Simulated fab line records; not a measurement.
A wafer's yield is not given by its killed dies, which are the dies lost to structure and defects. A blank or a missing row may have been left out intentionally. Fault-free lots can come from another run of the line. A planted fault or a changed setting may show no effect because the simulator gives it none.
fab line records	flow n5_finfet
record: lots: 6	wafers: 18	last_day: 18
route steps=1938 shown SDB@357 BEOL_M4@1111
lots untouched by any fault: they come from a run of this same line in which no faults occurred
start_h: hours from the record's first day to the start of the lot's first wafer shown	wait_h: how many hours have passed since the lot's step before this one	" same as the row above	L1.1+2: one row covering several wafers at once	- no value present, or no start provided	* or withheld: withheld	< > ~ a bound
route shown NAME@n: a module of which the file shows steps, and the number in the route of the first	usual: the fault-free wafers' mean and standard deviation	same: alike in all rows	chamber/n: place in a boat	sites: the reading at each site	_std_site: their standard deviation	_edge_site: outer sites' mean less inner sites'	radius_mm: for every site, how far away it sits from the centre of the wafer	mask NAME#n: copy n	behind: the last tool/chamber to shape the wafer	hold: reason for holding the lot/hours on hold/outcome of the hold	device: the transistor (n, p or np) that didn't switch	end of line: tests run on the same wafers once the route is complete	a step without rows: its recipe alone	killed: not the wafer's yield, but the dies lost to structure and defects at the first sort	map: per-die view of a wafer (x killed, . not killed, _ where there is no die)
set.NAME: the setting that was run; set.NAME@STEP: the one run at that earlier step	model.NAME: the simulator's own value behind a step, which no gauge read
lots seen at some steps along the route; tables by step, rows by wafer
services: a tool's chamber out of use, with start hour (start_h, from the record's first day; less than 0 if before it), hours out, and reason
== steps ==
step: N5_SDB_OVL_MEAS_12
recipe: points_per_wafer: 44
usual: SDB_OVL: -0.2/0.74
lot.wafer	tool	chamber	start_h	wait_h	SDB_OVL[nm]
L169.1	overlay-01	0	80.95	0.0	-0.5
L169.4	"	0	"	"	0.2
L169.6	"	0	"	"	0.2
L171.2	overlay-02	0	92.88	0.0	-0.6
L171.4	"	0	"	"	-1.3
L171.5	"	0	"	"	-0.2
L172.1	overlay-02	0	96.17	0.0	-0.1
L172.4	"	0	"	"	0.7
L172.6	"	0	"	"	0.4
L173.2	overlay-02	0	102.38	0.0	0.1
L173.5	"	0	"	"	0.0
L173.6	"	0	"	"	2.1
L180.2	overlay-02	0	142.24	0.0	-0.2
L180.3	"	0	"	"	0.6
L180.6	"	0	"	"	1.0
L186.2	overlay-02	0	180.35	0.0	1.1
L186.4	"	0	"	"	0.7
L186.6	"	0	"	"	-0.2
step: N5_SDB_INSPECT_13
recipe: mode: adi	inspect_instrument: brightfield
usual: raw_defect_count: 84/37
lot.wafer	tool	chamber	start_h	wait_h	raw_defect_count
L169.1	defect_inspect-01	-	80.97	0.0	38
L169.4	"	-	"	"	46
L169.6	"	-	"	"	68
L171.2	defect_inspect-02	-	92.91	0.0	111
L171.4	"	-	"	"	137
L171.5	"	-	"	"	110
L172.1	defect_inspect-02	-	96.20	0.0	68
L172.4	"	-	"	"	53
L172.6	"	-	"	"	76
L173.2	defect_inspect-02	-	102.40	0.0	94
L173.5	"	-	"	"	65
L173.6	"	-	"	"	121
L180.2	defect_inspect-01	-	142.27	0.0	37
L180.3	"	-	"	"	35
L180.6	"	-	"	"	89
L186.2	defect_inspect-02	-	180.37	0.0	65
L186.4	"	-	"	"	78
L186.6	"	-	"	"	188
step: N5_SDB_DESCUM_16
recipe: chemistry: O2	time_s: 7.9	source_power_w: 50	bias_power_w: 20	pressure_mtorr: 20	rf_frequency_hz: 2.712e+07	temp_c: 40	resist: CAR-ArF	o2_flow_sccm: 225
step: N5_SDB_ETCH_17
recipe: chemistry: CF4	target: SiARC	target_depth_a: 234	mask_material: CAR-ArF	time_s: 39	ion_energy_ev: 80	pressure_mtorr: 40	source_w: 545	bias_w: 36	Ar_flow_sccm: 100	cf4_flow_sccm: 100	ends: cleared
step: N5_SDB_ETCH_18
recipe: chemistry: N2/H2	target: SOC	target_depth_a: 1000	overetch_a: 200	mask_material: SiARC	temp_c: 40	time_s: 150	ion_energy_ev: 200	pressure_mtorr: 30	source_w: 840	bias_w: 150	n2_flow_sccm: 200	h2_flow_sccm: 200
usual: chamber_pressure_mTorr: 30.001/0.029	drypump_motor_current_A: 5.7/0.51	oes_product_au: 0.72/0.078	rf_vpp_V: 524.3/2.5	showerhead_plenum_p_Torr: 2.55/0.09	throttle_valve_pct: 17.75/0.26
lot.wafer	tool	chamber	start_h	wait_h	chamber_pressure_mTorr	drypump_motor_current_A	oes_product_au	rf_hours_counter_h	rf_vpp_V	showerhead_plenum_p_Torr	throttle_valve_pct
L169.1	rie_diel-03	3	81.07	0.0	30.029	5.7	0.76	62	523.4	2.47	17.62
L169.4	"	1	"	"	30.006	6.2	0.74	-	524.4	2.57	17.31
L169.6	"	2	"	"	30.003	5.6	0.79	-	519.8	2.47	17.85
L171.2	rie_diel-06	2	93.01	0.0	30.064	5.4	0.64	215	525.9	2.60	17.85
L171.4	"	2	"	"	29.981	5.4	0.64	-	525.2	2.60	17.87
L171.5	"	1	"	"	29.957	5.9	0.86	-	527.6	2.72	17.62
L172.1	rie_diel-04	0	96.30	0.0	30.039	5.0	0.76	67	521.9	2.47	17.80
L172.4	"	2	"	"	30.011	6.8	0.63	-	523.3	2.52	18.23
L172.6	"	0	"	"	30.043	5.0	0.76	-	522.5	2.47	17.80
L173.2	rie_diel-03	3	102.51	0.0	30.005	5.7	0.76	67	521.9	2.47	17.64
L173.5	"	0	"	"	30.008	5.2	0.73	-	526.3	2.66	17.70
L173.6	"	1	"	"	30.069	6.3	0.75	-	525.1	2.56	17.31
L180.2	rie_diel-06	2	142.37	0.0	30.016	5.4	0.63	230	526.2	2.59	17.90
L180.3	"	1	"	"	29.998	5.9	0.82	23	526.4	2.71	17.64
L180.6	"	0	"	"	30.002	5.3	0.86	-	523.9	2.60	17.72
L186.2	rie_diel-04	0	180.58	0.0	29.993	5.0	0.73	93	521.7	2.45	17.85
L186.4	"	1	"	"	30.024	5.7	0.68	177	521.3	2.43	17.47
L186.6	"	2	"	"	30.006	6.8	0.62	-	522.9	2.51	18.26
step: N5_SDB_STRIP_19
recipe: chemistry: N2/H2	temp_c: 40	n2_flow_sccm: 200	h2_flow_sccm: 200	rf_frequency_hz: 6e+07
step: N5_SDB_STRIP_21
recipe: chemistry: CF4	resist: SiARC	power_w: 300	bias_power_w: 75	pressure_mtorr: 50	cf4_flow_sccm: 150	rf_frequency_hz: 6e+07
usual: chamber_pressure_mTorr: 50.00/0.047	drypump_motor_current_A: 5.7/0.51	oes_product_au: 0.79/0.087	rf_vpp_V: 271.3/1.4	showerhead_plenum_p_Torr: 1.80/0.065	throttle_valve_pct: 13.56/0.24
lot.wafer	tool	chamber	start_h	wait_h	chamber_pressure_mTorr	drypump_motor_current_A	oes_product_au	rf_hours_counter_h	rf_vpp_V	showerhead_plenum_p_Torr	throttle_valve_pct
L169.1	rie_diel-03	3	81.21	0.0	49.92	5.7	0.84	62	270.4	1.74	13.22
L169.4	"	1	"	"	50.00	6.2	0.83	-	271.0	1.81	13.19
L169.6	"	2	"	"	49.99	5.6	0.88	-	269.3	1.75	13.53
L171.2	rie_diel-06	2	93.15	0.0	50.01	5.3	0.71	215	271.6	1.85	13.82
L171.4	"	2	"	"	50.05	5.4	0.70	-	272.6	1.85	13.82
L171.5	"	1	"	"	50.02	5.9	0.95	-	274.3	1.92	13.37
L172.1	rie_diel-04	0	96.44	0.0	49.96	4.9	0.84	67	269.8	1.73	13.42
L172.4	"	2	"	"	49.94	6.8	0.70	-	270.6	1.77	13.95
L172.6	"	0	"	"	50.04	5.0	0.84	-	270.6	1.73	13.43
L173.2	rie_diel-03	3	102.64	0.0	50.08	5.7	0.83	67	269.9	1.74	13.25
L173.5	"	0	"	"	50.09	5.2	0.81	-	273.8	1.89	13.56
L173.6	"	1	"	"	50.00	6.3	0.81	-	272.0	1.81	13.21
L180.2	rie_diel-06	2	142.51	0.0	50.07	5.4	0.69	230	273.1	1.84	13.84
L180.3	"	1	"	"	50.01	5.9	0.91	23	273.8	1.92	13.39
L180.6	"	0	"	"	50.02	5.2	0.95	-	271.3	1.84	13.40
L186.2	rie_diel-04	0	180.72	0.0	49.92	4.9	0.81	93	269.5	1.73	13.51
L186.4	"	1	"	"	49.93	5.8	0.75	177	269.3	1.73	13.43
L186.6	"	2	"	"	49.94	6.8	0.68	-	270.9	1.77	14.00
step: N5_SDB_HM_OPEN_20
recipe: chemistry: CH3F/O2	target: SiNx	mask_material: SOC	target_depth_a: 240	stop_on: poly-Si	over_etch_frac: 0.4	ion_energy_ev: 120	pressure_mtorr: 30	source_w: 395	bias_w: 73	Ar_flow_sccm: 150	CH3F_flow_sccm: 30	O2_flow_sccm: 20
usual: chamber_pressure_mTorr: 30.003/0.026	drypump_motor_current_A: 5.7/0.51	oes_product_au: 0.66/0.073	rf_vpp_V: 298/4.4	showerhead_plenum_p_Torr: 2.01/0.071	throttle_valve_pct: 16.33/0.23
lot.wafer	tool	chamber	start_h	wait_h	chamber_pressure_mTorr	drypump_motor_current_A	oes_product_au	rf_hours_counter_h	rf_vpp_V	showerhead_plenum_p_Torr	throttle_valve_pct
L169.1	rie_diel-03	3	81.23	0.0	30.044	5.7	0.69	62	296	1.95	16.12
L169.4	"	1	"	"	30.013	6.2	0.68	-	305	2.04	16.07
L169.6	"	2	"	"	29.974	5.6	0.73	-	305	1.94	16.30
L171.2	rie_diel-06	2	93.17	0.0	30.045	5.4	0.57	215	299	2.06	16.53
L171.4	"	2	"	"	30.023	5.3	0.58	-	299	2.06	16.51
L171.5	"	1	"	"	30.014	5.9	0.79	-	301	2.14	16.12
L172.1	rie_diel-04	0	96.46	0.0	29.969	4.9	0.68	67	291	1.96	16.35
L172.4	"	2	"	"	29.999	6.8	0.59	-	299	1.99	16.79
L172.6	"	0	"	"	30.003	4.9	0.69	-	291	1.96	16.36
L173.2	rie_diel-03	3	102.66	0.0	30.003	5.7	0.70	67	295	1.95	16.11
L173.5	"	0	"	"	29.960	5.1	0.69	-	297	2.10	16.32
L173.6	"	1	"	"	29.979	6.3	0.68	-	303	2.04	16.06
L180.2	rie_diel-06	2	142.53	0.0	29.989	5.3	0.58	230	298	2.05	16.55
L180.3	"	1	"	"	30.007	5.9	0.75	23	300	2.13	16.15
L180.6	"	0	"	"	29.970	5.2	0.81	-	297	2.03	16.11
L186.2	rie_diel-04	0	180.74	0.0	30.036	5.0	0.67	93	292	1.95	16.42
L186.4	"	1	"	"	29.956	5.7	0.63	177	293	1.90	16.03
L186.6	"	2	"	"	30.017	6.8	0.56	-	297	1.98	16.81
step: N5_SDB_STRIP_22
recipe: chemistry: N2/H2	power_w: 1000	temp_c: 250	h2_frac: 0.65	overash_fraction: 0.3	pressure_mtorr: withheld	n2_flow_sccm: 1750	h2_flow_sccm: 3250
usual: drypump_motor_current_A: 6.37/0.086	heater_power_w: 324/16	oes_product_au: 0.715/0.0052	strip_time_to_endpoint_s: 96.3/0.42
lot.wafer	tool	chamber	start_h	wait_h	drypump_motor_current_A	heater_power_w	oes_product_au	rf_hours_counter_h	strip_time_to_endpoint_s
L169.1	plasma_asher-02	0	81.31	0.1	6.21	322	0.708	45	96.1
L169.4	"	1	"	"	6.46	346	0.711	-	96.1
L169.6	"	1	"	"	6.44	347	0.721	-	96.5
L171.2	plasma_asher-02	1	93.25	0.1	6.45	347	0.717	48	96.2
L171.4	"	0	"	"	6.26	320	0.713	-	95.8
L171.5	"	1	"	"	6.44	354	0.719	-	96.2
L172.1	plasma_asher-01	0	96.54	0.1	6.43	299	0.718	79	96.8
L172.4	"	0	"	"	6.43	294	0.713	-	96.8
L172.6	"	1	"	"	6.36	317	0.717	-	96.6
L173.2	plasma_asher-01	0	102.75	0.1	6.43	297	0.723	79	96.3
L173.5	"	1	"	"	6.40	322	0.720	-	96.5
L173.6	"	0	"	"	6.44	301	0.710	-	96.2
L180.2	plasma_asher-02	1	142.61	0.1	6.43	353	0.718	58	96.7
L180.3	"	0	"	"	6.25	320	0.717	-	96.5
L180.6	"	1	"	"	6.41	348	0.718	-	96.4
L186.2	plasma_asher-01	1	180.82	0.1	6.39	315	0.719	92	96.2
L186.4	"	1	"	"	6.43	318	0.718	-	96.7
L186.6	"	0	"	"	6.42	310	0.725	-	96.9
step: N5_SDB_PRECLEAN_23
recipe: chemistry: dHF	time_s: 30	temp_c: 25	dilution: withheld
step: N5_SDB_DUMMY_REMOVE_24
recipe: chemistry: TMAH	temp_c: 70	target: poly-Si	stop_on: SiO2	target_depth_nm: 142	conc_wt_pct: 5	time_s: 57	dry: ipa_marangoni	rinse_time_s: 30	rinse_temp_c: 23
step: N5_SDB_ETCH_25
recipe: chemistry: C4F6/O2	target: SiO2	target_depth_a: 100	time_s: 3.3	ion_energy_ev: 250	mask_material: SiNx	pressure_mtorr: 30	source_w: 345	bias_w: 185	Ar_flow_sccm: 300	C4F6_flow_sccm: 10	O2_flow_sccm: 10
usual: chamber_pressure_mTorr: 30.000/0.027	drypump_motor_current_A: 5.7/0.51	oes_product_au: 0.81/0.096	rf_vpp_V: 667/10	showerhead_plenum_p_Torr: 2.88/0.099	throttle_valve_pct: 21.19/0.21
lot.wafer	tool	chamber	start_h	wait_h	chamber_pressure_mTorr	drypump_motor_current_A	oes_product_au	rf_hours_counter_h	rf_vpp_V	showerhead_plenum_p_Torr	throttle_valve_pct
L169.1	rie_diel-06	0	81.53	0.0	29.989	5.3	0.68	242	664	2.89	21.33
L169.4	"	1	"	"	29.928	5.9	0.99	-	674	3.04	21.05
L169.6	"	0	"	"	29.998	5.3	0.68	-	666	2.89	21.33
L171.2	rie_diel-04	3	93.58	0.1	29.994	5.8	0.72	161	654	2.87	21.12
L171.4	"	0	"	"	29.969	5.0	0.84	-	651	2.79	21.26
L171.5	"	3	"	"	29.971	5.8	0.72	-	655	2.87	21.12
L172.1	rie_diel-06	2	96.76	0.0	29.990	5.4	0.71	216	667	2.92	21.30
L172.4	"	0	"	"	29.990	5.2	0.67	-	665	2.89	21.33
L172.6	"	2	"	"	29.993	5.4	0.71	-	667	2.92	21.32
L173.2	rie_diel-04	3	103.31	0.4	30.003	5.8	0.72	164	654	2.87	21.10
L173.5	"	2	"	"	29.977	6.8	0.69	-	666	2.84	21.63
L173.6	"	3	"	"	30.028	5.8	0.71	-	653	2.87	21.11
L180.2	rie_diel-03	0	142.83	0.0	30.007	5.2	0.80	91	668	2.98	21.19
L180.3	"	1	"	"	29.987	6.3	0.81	83	680	2.90	20.95
L180.6	"	1	"	"	29.990	6.3	0.82	-	679	2.90	20.97
L186.2	rie_diel-06	1	181.04	0.0	30.000	5.9	0.90	35	674	3.02	21.09
L186.4	"	3	"	"	29.987	5.0	0.94	25	677	3.04	21.45
L186.6	"	2	"	"	30.058	5.4	0.69	-	667	2.91	21.33
step: N5_SDB_CUT_ETCH_26
recipe: chemistry: HBr/Cl2/O2	target: Si	target_depth_a: 1296	bt_time_s: 20	mask_material: SiNx	time_s: 51.8	ion_energy_ev: *	bias_w: *	pressure_mtorr: 10	icp_w: 800	HBr_flow_sccm: 150	Cl2_flow_sccm: 80	O2_flow_sccm: 12
usual: chamber_pressure_mTorr: 9.999/0.0085	drypump_motor_current_A: 5.9/0.43	oes_product_au: 1.000/0.018	throttle_valve_pct: 37.2/0.35
lot.wafer	tool	chamber	start_h	wait_h	chamber_pressure_mTorr	drypump_motor_current_A	oes_product_au	rf_hours_counter_h	throttle_valve_pct	model.SDB.feature_depth_nm	model.etch.depth_nm	model.SiNx_of_SDB_HM_DEP_00.thk_nm
L169.1	rie_si-06	0	81.62	0.1	9.993	5.7	1.030	113	37.1	128.6	128.5	21.4
L169.4	"	3	"	"	10.014	5.3	0.985	66	37.1	134	134	22
L169.6	"	2	"	"	10.005	5.8	0.986	-	37.2	128.4	128.4	22.4
L171.2	rie_si-01	1	93.66	0.1	10.007	6.6	0.995	69	37.9	129	128.9	21.6
L171.4	"	3	"	"	9.991	6.3	1.019	0	36.7	131.4	131.3	22
L171.5	"	3	"	"	9.995	6.3	1.022	-	36.7	130.2	130.1	22
L172.1	rie_si-01	1	96.84	0.1	10.002	6.5	0.997	69	37.9	129	128.9	21.6
L172.4	"	3	"	"	10.006	6.3	1.021	1	36.7	131.4	131.4	22.6
L172.6	"	0	"	"	9.991	6.3	1.018	-	36.7	108.4	108.5	24.4
L173.2	rie_si-01	2	103.39	0.1	9.987	5.2	0.987	8	37.5	129.6	129.6	22
L173.5	"	1	"	"	9.985	6.5	0.999	-	37.9	128.4	128.5	23.2
L173.6	"	0	"	"	10.005	6.4	1.020	-	36.7	109.8	109.8	25
L180.2	rie_si-02	1	142.92	0.1	10.016	6.0	0.993	183	37.4	127.4	127.4	21.8
L180.3	"	2	"	"	9.991	5.7	0.990	108	37.3	130.4	130.4	21.6
L180.6	"	1	"	"	10.002	6.0	0.981	-	37.4	126	126	22.6
L186.2	rie_si-06	3	181.12	0.1	10.004	5.3	0.986	68	37.1	134.4	134.4	21
L186.4	"	2	"	"	10.011	5.8	0.971	90	37.2	127.6	127.5	22.8
L186.6	"	3	"	"	10.003	5.3	0.981	-	37.1	131.6	131.6	22
step: N5_SDB_PRECLEAN_38
recipe: chemistry: dHF	time_s: 10	dilution: 750:1	temp_c: 25
lot.wafer	tool	chamber	start_h	wait_h	model.SiNx_of_SDB_HM_DEP_00.thk_nm
L169.1	wet_bench-02	7	81.74	0.1	21.4
L169.4	"	3	"	"	21.8
L169.6	"	5	"	"	22.2
L171.2	wet_bench-05	4	93.78	0.1	21.6
L171.4	"	7	"	"	22
L171.5	"	0	"	"	21.8
L172.1	wet_bench-02	2	96.96	0.1	21.6
L172.4	"	1	"	"	22.6
L172.6	"	4	"	"	24.4
L173.2	wet_bench-02	3	103.51	0.1	22
L173.5	"	7	"	"	23.2
L173.6	"	2	"	"	25
L180.2	wet_bench-01	5	143.04	0.1	21.8
L180.3	"	0	"	"	21.6
L180.6	"	7	"	"	22.6
L186.2	wet_bench-01	3	181.24	0.1	21
L186.4	"	2	"	"	22.8
L186.6	"	5	"	"	22
step: N5_SDB_PRECLEAN_39
recipe: chemistry: O3/DIW	time_s: 45	temp_c: 22	o3_ppm: 10
step: N5_BEOL_M4_RC_MEAS_101
usual: DIBL_N: 36.0/2.2	DIBL_P: 36.2/2.4	IOFF_N: 0.16/0.035	IOFF_P: 0.21/0.037	ION_N: 672/13	ION_P: 461/7	SS_N: 71.4/0.69	SS_P: 73.2/0.75	VT_N: 250/3.4	VT_P: -251/3
lot.wafer	tool	chamber	start_h	wait_h	DIBL_N[mV/V]	DIBL_P[mV/V]	IOFF_N[nA/um]	IOFF_P[nA/um]	ION_N[uA/um]	ION_P[uA/um]	SS_N[mV/dec]	SS_P[mV/dec]	VT_N[mV]	VT_P[mV]
L169.1	prober-01	0	202.39	0.0	38.2	37.7	0.19	0.24	680	462	71.8	74.0	246	-247
L169.4	"	0	"	"	36.0	35.7	0.15	0.21	675	462	71.6	73.1	248	-253
L169.6	"	0	"	"	35.5	33.4	0.13	0.17	665	453	71.6	72.9	251	-254
L171.2	prober-02	0	232.46	0.2	36.4	36.3	0.16	0.22	665	458	70.9	73.9	251	-248
L171.4	"	0	"	"	37.4	37.5	0.18	0.23	680	464	71.3	74.3	248	-247
L171.5	"	0	"	"	36.0	37.4	0.17	0.25	679	468	71.3	73.8	246	-244
L173.2	prober-01	0	235.24	0.2	34.4	35.1	0.12	0.18	659	460	70.6	72.7	252	-253
L173.5	"	0	"	"	33.4	33.9	0.11	0.16	656	456	70.9	71.4	255	-252
L173.6	"	0	"	"	34.6	34.9	0.13	0.18	675	465	70.5	72.5	251	-252
L172.1	prober-02	0	236.73	0.0	33.1	33.9	0.11	0.17	653	452	70.3	72.8	258	-255
L172.4	"	0	"	"	36.9	37.4	0.19	0.23	678	466	72.1	73.7	248	-249
L172.6	"	0	"	"	37.6	38.0	0.20	0.24	668	458	72.4	74.2	249	-250
L180.2	prober-01	0	271.02	0.2	37.4	37.4	0.19	0.24	672	462	71.8	73.5	248	-250
L180.3	"	0	"	"	37.3	37.3	0.18	0.22	676	462	71.7	73.2	249	-249
L180.6	"	0	"	"	35.7	35.6	0.15	0.20	665	455	71.8	73.0	250	-251
L186.2	prober-02	0	322.19	0.2	38.1	39.9	0.19	0.26	669	465	72.0	73.9	248	-246
L186.4	"	0	"	"	35.9	36.5	0.15	0.20	660	451	71.4	73.1	253	-252
L186.6	"	0	"	"	34.2	34.5	0.13	0.16	658	449	70.9	72.6	253	-252
== services ==
tool	chamber	start_h	hours	kind
rie_diel-06	3	70.48	-	clean
rie_diel-06	3	70.48	-	consumable_replace:focus_ring
rie_diel-06	3	70.48	-	consumable_replace:showerhead
rie_diel-06	3	70.48	28.0	scheduled_down
rie_diel-06	3	70.48	28.0	vent_cycle
rie_diel-03	0	72.76	9.1	repair
rie_diel-06	-	74.08	0.7	repair
rie_si-06	3	101.43	2.5	repair
wet_bench-02	-	108.35	2.2	repair
rie_diel-06	0	112.78	-	clean
rie_diel-06	0	112.78	-	consumable_replace:focus_ring
rie_diel-06	0	112.78	17.8	scheduled_down
rie_diel-06	0	112.78	17.8	vent_cycle
wet_bench-02	-	113.50	1.1	repair
plasma_asher-01	-	116.91	6.5	repair
rie_si-01	2	120.73	1.2	repair
rie_si-06	2	122.13	6.5	repair
rie_diel-04	2	142.43	9.2	repair
wet_bench-02	-	166.05	1.9	pm
rie_diel-04	3	166.11	2.1	repair
== key ==
first_sign none at tools or gauges
model_effect: step: N5_SDB_CUT_ETCH_26	value: SDB.feature_depth_nm	without: 133	struck: 109.1
model_effect: step: N5_SDB_PRECLEAN_38	value: SiNx_of_SDB_HM_DEP_00.thk_nm	without: 21.7	struck: 24.7
met_at N5_SDB_CUT_ETCH_26
struck_wafers L172.6,L173.6
fault: kind: process_parameter_drift	tool: rie_si-01	chamber: 0	onset_h: 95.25	steps: N5_SDB_CUT_ETCH_26	channel: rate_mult	offset: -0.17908	shape: step	end_h: 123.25
